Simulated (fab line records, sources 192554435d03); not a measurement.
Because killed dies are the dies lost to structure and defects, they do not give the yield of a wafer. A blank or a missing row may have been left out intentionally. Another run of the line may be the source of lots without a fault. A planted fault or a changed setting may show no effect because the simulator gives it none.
One fault through the eyes of 3 desks :: flow n5_finfet :: each desk has only its own numbers; what lay behind them comes last

AT THE METROLOGY DESK
What the gauges read, lot by lot, whatever tool the lot ran on: means of the sampled wafers that have a number. The brackets show how far a lot's mean lies from the usual mean; more than 4 standard deviations puts the lot out of limits, marked OUT. Shown are 7 of the 12 readings it has, namely the first that went out of limits plus those furthest out on some lot.
Columns: A = thk_nm at N5_BEOL_M0_SAQP_THK_MEAS_05, usual 60.1 nm; B = IOFF_N at N5_BEOL_M4_RC_MEAS_101, usual 0.148 nA/um; C = ION_N at N5_BEOL_M4_RC_MEAS_101, usual 672 uA/um; D = ION_P at N5_BEOL_M4_RC_MEAS_101, usual 462 uA/um; E = SS_N at N5_BEOL_M4_RC_MEAS_101, usual 71.2 mV/dec; F = VT_N at N5_BEOL_M4_RC_MEAS_101, usual 251 mV; G = VT_P at N5_BEOL_M4_RC_MEAS_101, usual -251 mV
lot: L973
first seen here: day 5 23:33
A: 60.8
B: 0.158
C: 681
D: 468
E: 71.8
F: 251
G: -248

lot: L974
first seen here: day 6 22:23
A: 59.8
B: 0.151
C: 671
D: 467
E: 71.2
F: 251
G: -248

lot: L984
first seen here: day 8 21:01
A: 60.5
B: 0.199
C: 671
D: 465
E: 72.7
F: 248
G: -244

lot: L985
first seen here: day 9 00:24
A: 60.5
B: 0.139
C: 672
D: 467
E: 70.7
F: 251
G: -250

lot: L988
first seen here: day 9 14:28
A: 79.6 (+23) OUT
B: 0.076
C: 626
D: 430
E: 70.0
F: 266 (+4.5) OUT
G: -260

lot: L989
first seen here: day 10 01:05
A: 59.3
B: 0.158
C: 675
D: 461
E: 71.7
F: 250
G: -252

lot: L992
first seen here: day 10 17:10
A: 88.7 (+34) OUT
B: 0.183
C: 682
D: 472
E: 72.0
F: 250
G: -247

lot: L994
first seen here: day 11 04:01
A: 69.6 (+11) OUT
B: 0.157
C: 684
D: 470
E: 70.7
F: 247
G: -248
This desk's finding: out of limits on L988, L992, L994; first on L988, day 9 14:28 (thk_nm at N5_BEOL_M0_SAQP_THK_MEAS_05). Within limits: L973, L974, L984, L985, L989.

THE DEFECT DESK
For each lot, the counts of the inspections along the route, averaged over the sampled wafers that have a number. The brackets show how far a lot's mean lies from the usual mean; more than 4 standard deviations puts the lot out of limits, marked OUT.
Columns: A = raw_defect_count at N5_BEOL_M0_SAQP_INSPECT_42, usual 280
lot: L973
first seen here: day 6 04:11
A: 205

lot: L974
first seen here: day 7 04:55
A: 324

lot: L984
first seen here: day 9 03:12
A: 269

lot: L985
first seen here: day 9 05:31
A: 230

lot: L988
first seen here: day 9 20:14
A: 1075 (+9.0) OUT

lot: L989
first seen here: day 10 05:31
A: 199

lot: L992
first seen here: day 10 22:29
A: 1494 (+14) OUT

lot: L994
first seen here: day 11 08:37
A: 607
This desk's finding: out of limits on L988, L992; first on L988, day 9 20:14 (raw_defect_count at N5_BEOL_M0_SAQP_INSPECT_42). Within limits: L973, L974, L984, L985, L989, L994.

AT THE TOOL OWNER'S DESK: pecvd-01
The tool's own readings at N5_BEOL_M0_SAQP_PECVD_04 (deposits a-Si from SiH4/He, target thk 60 nm, time 60.2 s): means of the sampled wafers that have a number, for each lot that ran on this tool. The brackets show how far a lot's mean lies from the usual mean; more than 4 standard deviations puts the lot out of limits, marked OUT.
Columns: A = heater_power_w at N5_BEOL_M0_SAQP_PECVD_04, usual 626 W; B = showerhead_plenum_p_Torr at N5_BEOL_M0_SAQP_PECVD_04, usual 5.68 Torr; C = throttle_valve_pct at N5_BEOL_M0_SAQP_PECVD_04, usual 18.3 %
lot: L973
first seen here: day 5 23:27
A: 695
B: 5.71
C: 18.5

lot: L985
first seen here: day 9 00:18
A: 651
B: 5.70
C: 18.5

lot: L988
first seen here: day 9 14:22
A: 626
B: 5.68
C: 18.4

lot: L992
first seen here: day 10 17:05
A: 622
B: 5.67
C: 18.1

lot: L994
first seen here: day 11 03:53
A: 605
B: 5.65
C: 17.8
Finding of this desk: none of the 5 lots has anything out of limits.

TAKEN TOGETHER
Metrology desk: alarm possible at day 9 14:28 on L988, L992, L994.
The defect desk could have raised an alarm at day 9 20:14, on L988, L992.
The tool owner's desk saw nothing out of limits.
The defect desk has L994 on record, within its limits.
Tool owner's desk: L988, L992, L994 on record, inside its limits.
Of the lots named, all ran N5_BEOL_M0_SAQP_PECVD_04 on pecvd-01.

WHAT THE SIMULATOR PUT IN
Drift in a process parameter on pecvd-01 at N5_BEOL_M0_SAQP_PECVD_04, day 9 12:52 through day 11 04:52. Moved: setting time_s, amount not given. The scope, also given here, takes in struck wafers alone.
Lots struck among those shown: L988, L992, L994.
Hours from the fault's start to each desk's first reading out of limits: the metrology desk, 2; the defect desk, 7.
